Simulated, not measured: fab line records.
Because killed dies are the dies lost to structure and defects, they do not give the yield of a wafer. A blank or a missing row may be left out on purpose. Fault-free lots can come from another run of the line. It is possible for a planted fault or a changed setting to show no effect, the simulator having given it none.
Which tool did it? / flow n5 finfet / 9 lots with 25 wafers sampled at 4 steps, on a route of 1938 steps

## WHAT THE GAUGES SHOWED, per wafer
N5_BEOL_M0_SAQP_CD_MEAS_40: the cd target is 30 nm.
lot=L431; measured=day 6 18:29; on=cd sem-02; cd nm (nm)=30.01 29.82 29.85
lot=L433; measured=day 7 01:53; on=cd sem-03; cd nm (nm)=29.97 30.26 30.09
lot=L437; measured=day 7 18:24; on=cd sem-01; cd nm (nm)=29.94 29.86 29.88
lot=L438; measured=day 8 05:31; on=cd sem-02; cd nm (nm)=30.04 30.16 30.03
lot=L440; measured=day 8 21:31; on=cd sem-01; cd nm (nm)=30.31 29.92 30.30
lot=L441; measured=day 9 00:27; on=cd sem-01; cd nm (nm)=29.73 29.77 29.99
lot=L447; measured=day 10 17:44; on=cd sem-02; cd nm (nm)=29.94 29.96 29.81
lot=L449; measured=day 11 05:38; on=cd sem-03; cd nm (nm)=23.80 23.90
lot=L451; measured=day 11 13:46; on=cd sem-02; cd nm (nm)=24.78 24.73

## EACH LOT AND THE TOOL THAT RAN IT (in order: tool; ch and the chambers of the sampled wafers; start)
lot=L431; N5_BEOL_M0_SAQP_ETCH_102=rie si-01 ch 1,2,3, day 6 16:26; N5_BEOL_M0_SAQP_SPACER2_ETCHBACK_27=rie diel-06 ch 0,1,2, day 6 17:52; N5_BEOL_M0_SAQP_EXPOSE_37=euv scanner-02 ch 0, day 6 18:22
lot=L433; N5_BEOL_M0_SAQP_ETCH_102=rie si-01 ch 2,3, day 6 23:10; N5_BEOL_M0_SAQP_SPACER2_ETCHBACK_27=rie diel-01 ch 2,3, day 7 01:16; N5_BEOL_M0_SAQP_EXPOSE_37=euv scanner-01 ch 0, day 7 01:46
lot=L437; N5_BEOL_M0_SAQP_ETCH_102=rie si-02 ch 0,2,3, day 7 16:20; N5_BEOL_M0_SAQP_SPACER2_ETCHBACK_27=rie diel-01 ch 1,2,3, day 7 17:53; N5_BEOL_M0_SAQP_EXPOSE_37=euv scanner-02 ch 0, day 7 18:16
lot=L438; N5_BEOL_M0_SAQP_ETCH_102=rie si-03 ch 0,1,3, day 8 03:25; N5_BEOL_M0_SAQP_SPACER2_ETCHBACK_27=rie diel-02 ch 0,1,3, day 8 04:53; N5_BEOL_M0_SAQP_EXPOSE_37=euv scanner-01 ch 0, day 8 05:23
lot=L440; N5_BEOL_M0_SAQP_ETCH_102=rie si-01 ch 0,1,2, day 8 17:43; N5_BEOL_M0_SAQP_SPACER2_ETCHBACK_27=rie diel-01 ch 1,2,3, day 8 21:00; N5_BEOL_M0_SAQP_EXPOSE_37=euv scanner-02 ch 0, day 8 21:22
lot=L441; N5_BEOL_M0_SAQP_ETCH_102=rie si-03 ch 0,2, day 8 20:53; N5_BEOL_M0_SAQP_SPACER2_ETCHBACK_27=rie diel-02 ch 0,2,3, day 8 23:49; N5_BEOL_M0_SAQP_EXPOSE_37=euv scanner-01 ch 0, day 9 00:19
lot=L447; N5_BEOL_M0_SAQP_ETCH_102=rie si-01 ch 0,1,3, day 10 14:26; N5_BEOL_M0_SAQP_SPACER2_ETCHBACK_27=rie diel-01 ch 0,1, day 10 16:18; N5_BEOL_M0_SAQP_EXPOSE_37=euv scanner-02 ch 0, day 10 17:37
lot=L449; N5_BEOL_M0_SAQP_ETCH_102=rie si-02 ch 0,1, day 11 03:21; N5_BEOL_M0_SAQP_SPACER2_ETCHBACK_27=rie diel-01 ch 0,1, day 11 05:08; N5_BEOL_M0_SAQP_EXPOSE_37=euv scanner-02 ch 0, day 11 05:31
lot=L451; N5_BEOL_M0_SAQP_ETCH_102=rie si-03 ch 0,1, day 11 11:50; N5_BEOL_M0_SAQP_SPACER2_ETCHBACK_27=rie diel-01 ch 0,1, day 11 13:16; N5_BEOL_M0_SAQP_EXPOSE_37=euv scanner-02 ch 0, day 11 13:38
- N5_BEOL_M0_SAQP_ETCH_102: etches SiO2 in CF4, target depth 4 nm, time 4.4 s.
- N5_BEOL_M0_SAQP_SPACER2_ETCHBACK_27: etches SiO2 in CHF3/O2, target depth 22.5 nm, time 11.25 s.
- N5_BEOL_M0_SAQP_EXPOSE_37: exposes mask M0 CUT1, target cd 30 nm.

## THE ANSWER, worked out from the rows above alone
Rule: the lots themselves supply what counts as usual. Put in order of their means at a reading, lots are off if they are a third of the lots or fewer, leave a main group of 4 or more, and stand apart from it by a gap of 3 or more times the standard deviation of the main group's means; of several such gaps the widest counts. A main group is skipped when, at the precision printed for the reading in the tables above, its means are all equal. Also off: a lot with no number at a reading for which 4 or more lots have one. The other lots that the step has rows for count as sound.
Off: L449, L451, at N5_BEOL_M0_SAQP_CD_MEAS_40 (cd nm). The main group has a mean of 29.98 nm with a standard deviation of 0.12.
A tool fits if, at a process step before that reading, it ran every lot that is off, and no sound lot after the first of them. Gauges at N5_BEOL_M0_SAQP_CD_MEAS_40: tried the same way as those tools. Undecided on this evidence; 2 tools fit (rie diel-01 at N5_BEOL_M0_SAQP_SPACER2_ETCHBACK_27, euv scanner-02 at N5_BEOL_M0_SAQP_EXPOSE_37).

## WHAT THE SIMULATOR HAD PUT IN
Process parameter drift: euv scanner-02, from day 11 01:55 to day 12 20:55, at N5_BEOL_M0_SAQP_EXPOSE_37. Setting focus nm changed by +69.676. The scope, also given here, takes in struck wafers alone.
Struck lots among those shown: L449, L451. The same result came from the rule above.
